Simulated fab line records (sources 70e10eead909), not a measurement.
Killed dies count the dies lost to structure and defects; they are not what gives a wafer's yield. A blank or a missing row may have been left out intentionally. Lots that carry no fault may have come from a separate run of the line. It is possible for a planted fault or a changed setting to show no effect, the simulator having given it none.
Matching of chambers :: flow nandHarc :: pecvd-02 running NHARC_A_STAIRCASE_DEP_417: 3 sister chambers
The step deposits Si3N4, target thk 60 nm. 18 wafers are shown with their chamber, then 9 later ones without.

WAFERS PAIRED WITH THEIR CHAMBERS
wafer: L074.1
chamber: 2
heaterPowerW (W): 612
rfFwdPowerW (W): 449.9

wafer: L074.2
chamber: 1
heaterPowerW (W): 574
rfFwdPowerW (W): 450.2

wafer: L074.3
chamber: 0
heaterPowerW (W): 845
rfFwdPowerW (W): 446.9

wafer: L074.4
chamber: 2
heaterPowerW (W): 618
rfFwdPowerW (W): 449.4

wafer: L074.5
chamber: 0
heaterPowerW (W): 829
rfFwdPowerW (W): 448.2

wafer: L074.6
chamber: 1
heaterPowerW (W): 581
rfFwdPowerW (W): 449.9

wafer: L079.1
chamber: 1
heaterPowerW (W): 541
rfFwdPowerW (W): 450.1

wafer: L079.2
chamber: 0
heaterPowerW (W): 868
rfFwdPowerW (W): 447.6

wafer: L079.4
chamber: 0
heaterPowerW (W): 870
rfFwdPowerW (W): 448.0

wafer: L087.4
chamber: 2
heaterPowerW (W): 794
rfFwdPowerW (W): 450.4

wafer: L087.5
chamber: 0
heaterPowerW (W): 876
rfFwdPowerW (W): 450.0

wafer: L087.6
chamber: 1
heaterPowerW (W): 600
rfFwdPowerW (W): 449.0

wafer: L086.1
chamber: 1
heaterPowerW (W): 621
rfFwdPowerW (W): 451.9

wafer: L086.3
chamber: 0
heaterPowerW (W): 885
rfFwdPowerW (W): 448.5

wafer: L086.4
chamber: 1
heaterPowerW (W): 631
rfFwdPowerW (W): 451.8

wafer: L089.1
chamber: 0
heaterPowerW (W): 888
rfFwdPowerW (W): 448.6

wafer: L089.2
chamber: 1
heaterPowerW (W): 527
rfFwdPowerW (W): 450.0

wafer: L089.4
chamber: 2
heaterPowerW (W): 701
rfFwdPowerW (W): 451.2

SIGNATURES (averages over the wafers above)
reading: heaterPowerW
chamber 0: 865.86
chamber 1: 582.14
chamber 2: 681.25
scatter within a chamber: 47.4

reading: rfFwdPowerW
chamber 0: 448.257
chamber 1: 450.414
chamber 2: 450.225
scatter within a chamber: 0.967
Rule: a wafer's distance from a chamber is the root of the sum, over the readings, of the square of ((its reading less the chamber's mean) divided by the reading's scatter). The wafer belongs to the nearest chamber; if the next one is less than 2 further off, it can't be placed. The scatter: the root of (the sum of the squares of (reading less its chamber's mean) over the shown wafers, divided by (wafers less chambers)).

WAFERS MISSING THEIR CHAMBER
wafer: L090.1
heaterPowerW (W): 686
rfFwdPowerW (W): 448.1

wafer: L090.3
heaterPowerW (W): 612
rfFwdPowerW (W): 449.8

wafer: L090.4
heaterPowerW (W): 625
rfFwdPowerW (W): 446.4

wafer: L092.2
heaterPowerW (W): 691
rfFwdPowerW (W): 448.2

wafer: L092.3
heaterPowerW (W): 755
rfFwdPowerW (W): 449.4

wafer: L092.5
heaterPowerW (W): 742
rfFwdPowerW (W): 452.3

wafer: L097.1
heaterPowerW (W): 565
rfFwdPowerW (W): 450.1

wafer: L097.3
heaterPowerW (W): 821
rfFwdPowerW (W): 448.2

wafer: L097.5
heaterPowerW (W): 597
rfFwdPowerW (W): 449.7

EACH ONE'S CHAMBER
wafer: L090.1
from the rows above: can't be placed: 2 or 1 or 0
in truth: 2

wafer: L090.3
from the rows above: can't be placed: 1 or 2
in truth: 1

wafer: L090.4
from the rows above: can't be placed: 2 or 1 or 0
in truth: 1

wafer: L092.2
from the rows above: can't be placed: 2 or 1 or 0
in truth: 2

wafer: L092.3
from the rows above: can't be placed: 2 or 0
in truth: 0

wafer: L092.5
from the rows above: can't be placed: 2 or 1
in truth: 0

wafer: L097.1
from the rows above: can't be placed: 1 or 2
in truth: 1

wafer: L097.3
from the rows above: 0
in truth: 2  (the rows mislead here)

wafer: L097.5
from the rows above: can't be placed: 1 or 2
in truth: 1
0 of 9 placed correctly. Not placeable from these rows: 8 (in 7, the candidates include the true chamber). Wrongly placed: 1.
